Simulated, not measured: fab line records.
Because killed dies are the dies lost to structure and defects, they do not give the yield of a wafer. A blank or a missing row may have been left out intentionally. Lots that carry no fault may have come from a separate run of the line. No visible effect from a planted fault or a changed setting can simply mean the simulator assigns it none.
Chamber matching + flow n5 finfet + 4 sister chambers for N5_FIN_SAQP_FIN_ETCH_36 on rie si-01
The step etches the open film in HBr/Cl2/O2, target depth 120 nm, time 50.4 s. 16 wafers are shown with their chamber, then 8 later ones without.

WAFERS, EACH WITH ITS CHAMBER
| wafer  | chamber | throttle valve pct (%) | drypump motor current A (A) | oes_o_777_au (a.u.) |
|--------|---------|------------------------|-----------------------------|---------------------|
| L075.3 | 2       | 36.0                   | 5.4                         | 0.97                |
| L075.4 | 0       | 35.9                   | 5.1                         | 0.99                |
| L075.6 | 0       | 36.0                   | 5.1                         | 1.00                |
| L078.1 | 1       | 36.5                   | 6.3                         | 1.02                |
| L078.3 | 2       | 36.0                   | 5.4                         | 0.98                |
| L078.6 | 1       | 36.5                   | 6.3                         | 1.03                |
| L079.1 | 2       | 36.0                   | 5.5                         | 0.97                |
| L079.3 | 1       | 36.5                   | 6.3                         | 1.02                |
| L079.5 | 2       | 36.0                   | 5.4                         | 0.98                |
| L083.3 | 0       | 36.0                   | 5.2                         | 0.99                |
| L083.4 | 3       | 36.7                   | 6.0                         | 0.97                |
| L083.5 | 3       | 36.7                   | 6.0                         | 0.97                |
| L087.3 | 1       | 36.5                   | 6.3                         | 1.01                |
| L087.4 | 3       | 36.7                   | 6.0                         | 0.96                |
| L087.5 | 3       | 36.7                   | 6.0                         | 0.96                |
| L088.1 | 2       | 36.0                   | 5.4                         | 0.98                |

SIGNATURES, as means of the wafers listed above
| reading                 | chamber 0 | chamber 1 | chamber 2 | chamber 3 | scatter within a chamber |
|-------------------------|-----------|-----------|-----------|-----------|--------------------------|
| throttle valve pct      | 35.967    | 36.500    | 36.000    | 36.700    | 0.0236                   |
| drypump motor current A | 5.133     | 6.300     | 5.420     | 6.000     | 0.035                    |
| oes_o_777_au            | 0.9933    | 1.0200    | 0.9760    | 0.9650    | 0.00637                  |
Rule: a wafer's distance from a chamber is the root of the sum, over the readings, of the square of ((its reading less the chamber's mean) divided by the reading's scatter). If the next closest chamber is less than 2 further off than the closest, the wafer can't be placed; otherwise it belongs to the closest. The scatter: take each reading less its chamber's mean, square it, sum over the shown wafers, divide by the number of wafers less the number of chambers, and take the root.

WAFERS WITH NO CHAMBER GIVEN
| wafer  | throttle valve pct (%) | drypump motor current A (A) | oes_o_777_au (a.u.) |
|--------|------------------------|-----------------------------|---------------------|
| L088.3 | 36.0                   | 5.1                         | 0.98                |
| L088.5 | 36.7                   | 6.0                         | 0.96                |
| L089.1 | 36.7                   | 6.0                         | 0.98                |
| L089.5 | 36.0                   | 5.4                         | 0.98                |
| L089.6 | 36.7                   | 6.0                         | 0.96                |
| L094.1 | 36.7                   | 6.0                         | 0.97                |
| L094.2 | 36.0                   | 5.2                         | 0.98                |
| L094.3 | 36.0                   | 5.4                         | 0.98                |

CHAMBER TAKEN BY EACH
| wafer  | from the rows above | in truth |
|--------|---------------------|----------|
| L088.3 | 0                   | 0        |
| L088.5 | 3                   | 3        |
| L089.1 | 3                   | 3        |
| L089.5 | 2                   | 2        |
| L089.6 | 3                   | 3        |
| L094.1 | 3                   | 3        |
| L094.2 | 0                   | 0        |
| L094.3 | 2                   | 2        |
Correctly placed: 8 of 8. Not placeable from these rows: 0. Placed wrongly: 0.
